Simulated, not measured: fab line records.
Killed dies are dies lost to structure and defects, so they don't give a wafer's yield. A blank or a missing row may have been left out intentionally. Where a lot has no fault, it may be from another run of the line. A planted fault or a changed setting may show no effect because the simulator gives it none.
Chamber matching ; flow n5-finfet ; uv-cure-02 running N5_BEOL_M10_CURE_71: 3 sister chambers
The step cures SiCOH lowk, time 240 s. 3 wafers are shown with their chamber, then 11 later ones without.

## EACH WAFER AND ITS CHAMBER
wafer;chamber;lamp-power-pct (%)
L086.4;0;52.24
L088.6;1;52.31
L089.4;2;52.41

## WAFERS WHOSE CHAMBER IS MISSING
wafer;lamp-power-pct (%)
L089.5;52.26
L089.6;52.34
L090.3;52.20
L090.5;52.33
L090.6;52.36
L094.1;52.43
L094.2;52.32
L094.6;52.25
L092.1;52.35
L092.3;52.29
L092.6;52.35

## CHAMBER TAKEN BY EACH
wafer;from the rows above;in truth
L089.5;can't be placed: 0 or 1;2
L089.6;can't be placed: 1 or 2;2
L090.3;0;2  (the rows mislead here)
L090.5;can't be placed: 1 or 2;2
L090.6;can't be placed: 1 or 2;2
L094.1;2;2
L094.2;1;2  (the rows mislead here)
L094.6;can't be placed: 0 or 1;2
L092.1;can't be placed: 1 or 2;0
L092.3;can't be placed: 1 or 0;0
L092.6;can't be placed: 1 or 2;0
Correct placement for 1 of the 11. From these rows, 8 cannot be placed; in 4 the true chamber is one of the candidates. Number placed wrongly: 2.
How it was worked out, from the rows above alone: a wafer's distance from a chamber is the root of the sum, over the readings, of the square of ((its reading less the chamber's mean) divided by the reading's scatter). If the next closest chamber is less than 2 further off than the closest, the wafer can't be placed; otherwise it belongs to the closest. The mean given for a chamber averages the wafers shown for that chamber. The scatter: with one shown wafer a chamber, the root of the mean of the squares of how far each hidden wafer lies from its nearest shown one.
